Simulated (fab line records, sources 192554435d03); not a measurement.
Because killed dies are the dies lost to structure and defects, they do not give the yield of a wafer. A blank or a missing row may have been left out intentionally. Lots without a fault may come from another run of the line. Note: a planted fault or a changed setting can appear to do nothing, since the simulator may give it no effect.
Problem report in the 8D (eight disciplines) form, filled by code | flow n5-finfet | the parts of the form that need people (team, actions taken, sign-off) are left out

## 1. THE ISSUE
At N5_BEOL_M2_CVD_47, run-length-s averages 399.8 s over 3 wafers from 2 lots, while fault-free wafers read 246.8 s, standard deviation 0.55. So: +99 or more standard deviations from the usual mean.
The step: deposits Co from CCTBA/H2, target thk 3 nm, time 223.8 s.
First observed at day 10 01:37: wafer L429.4, on cvd-co-02. The record holds 27 wafers of 10 lots with a number at this step. Rule for "out", or "out of limits": more than 4 standard deviations from the usual mean. All remaining wafers that have a number are taken as sound.

## 2. WHAT IT IS, AND WHAT IT ISN'T
question                    | is                     | is not
which readings at this step | run-length-s           | chamber-pressure-Torr
which lots                  | L429, L430             | L416, L418, L420, L421, L423, L426, L427, L439
which wafers of those lots  | L429.4, L429.6, L430.6 | L429.1, L430.1
read on which tools         | cvd-co-02              | cvd-co-01
when                        | from day 10 01:37      | up to then (20 sound wafers); but 4 sound wafers of L430, L439 came after

## 3. SUSPECTS, AND WHAT RULES EACH OUT
Counting: if a tool at a process step up to the reading ran every lot that is out, it stays a suspect. Sound lots after the first of them don't rule it out here, since some wafers of a struck lot are sound.
- pvd-sputter-02 at N5_BEOL_M2_PRE_CLEAN_45 (time 30 s): kept. It ran every lot that is out, first L429 (day 10 01:11); its last sound lot up to then is L427 (day 9 09:43).
- cvd-co-02 at N5_BEOL_M2_CVD_47 (deposits Co from CCTBA/H2, target thk 3 nm, time 223.8 s): kept. It ran every lot that is out, first L429 (day 10 01:37); its last sound lot up to then is L427 (day 9 10:11). Its own run-length-s readings are out on those wafers.
- Within cvd-co-02 at N5_BEOL_M2_CVD_47: the wafers that are out ran in chambers 0, 1; their sound lot-mates ran in chamber 2.
After counting, pvd-sputter-02 at N5_BEOL_M2_PRE_CLEAN_45 and cvd-co-02 at N5_BEOL_M2_CVD_47 remain.

## 4. THE CAUSE (what the simulator had put in)
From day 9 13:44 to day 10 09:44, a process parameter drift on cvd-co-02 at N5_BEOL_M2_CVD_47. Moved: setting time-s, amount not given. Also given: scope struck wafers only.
This tool is one of the 2 suspects left after counting.

## 5. THE EFFECT CHAIN, in route order
Rows list readings where the struck wafers' mean (over those with a number) sits beyond 3 standard deviations from the usual. Scope: only readings with a usual standard deviation given in the record; hours: median across lots of the time from each lot's start at the first step in this table that gives one to its start at this step; sigmas: change in usual standard deviations.
hours | step              | reading      | usual   | on struck wafers | change | sigmas
0     | N5_BEOL_M2_CVD_47 | run-length-s | 246.8 s | 399.8            | +153.0 | +99 or more
The process steps in it:
- N5_BEOL_M2_CVD_47: deposits Co from CCTBA/H2, target thk 3 nm, time 223.8 s.
At these later measuring or inspecting steps, every struck wafer for which the step has a row has a number for every such reading, and none has moved that far: N5_BEOL_M4_RC_MEAS_101.

## 6. HOW IT WOULD HAVE BEEN CAUGHT EARLIER
First out-of-limits reading in this record: day 10 01:37, which is 12 hours after fault onset at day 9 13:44.
